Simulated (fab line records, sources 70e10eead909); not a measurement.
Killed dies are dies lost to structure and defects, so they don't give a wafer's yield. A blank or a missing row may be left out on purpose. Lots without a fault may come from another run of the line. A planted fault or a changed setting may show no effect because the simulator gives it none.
Chamber matching | flow nand_harc | NHARC_A_STAIRCASE_DESCUM_443 on rie_diel-03: 4 sister chambers
The step chemistry O2, time 3 s. 4 wafers are shown with their chamber, then 9 later ones without.

WAFERS WITH THEIR CHAMBER
wafer  | chamber | drypump_motor_current_A (A)
L082.1 | 2       | 6.7
L082.5 | 0       | 5.3
L085.3 | 3       | 6.4
L085.6 | 1       | 6.4

WAFERS WITHOUT THEIR CHAMBER
wafer  | drypump_motor_current_A (A)
L089.1 | 6.4
L089.2 | 6.8
L089.4 | 6.4
L090.1 | 6.4
L090.3 | 5.2
L090.6 | 6.4
L095.1 | 6.7
L095.3 | 6.4
L095.4 | 6.4

WHICH CHAMBER EACH WENT THROUGH
wafer  | from the rows above     | in truth
L089.1 | can't be placed: 1 or 3 | 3
L089.2 | 2                       | 2
L089.4 | can't be placed: 1 or 3 | 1
L090.1 | can't be placed: 1 or 3 | 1
L090.3 | 0                       | 0
L090.6 | can't be placed: 1 or 3 | 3
L095.1 | 2                       | 2
L095.3 | can't be placed: 1 or 3 | 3
L095.4 | can't be placed: 1 or 3 | 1
Placed correctly: 3 of 9. Can't be placed from these rows: 6 (the true chamber is among the candidates in 6). Placed wrongly: 0.
How it was worked out, from the rows above alone: a wafer's distance from a chamber is the root of the sum, over the readings, of the square of ((its reading less the chamber's mean) divided by the reading's scatter). The wafer belongs to the nearest chamber; if the next one is less than 2 further off, it can't be placed. A chamber's mean is the mean of its shown wafers. The scatter: with one shown wafer a chamber, the root of the mean of the squares of how far each hidden wafer lies from its nearest shown one.
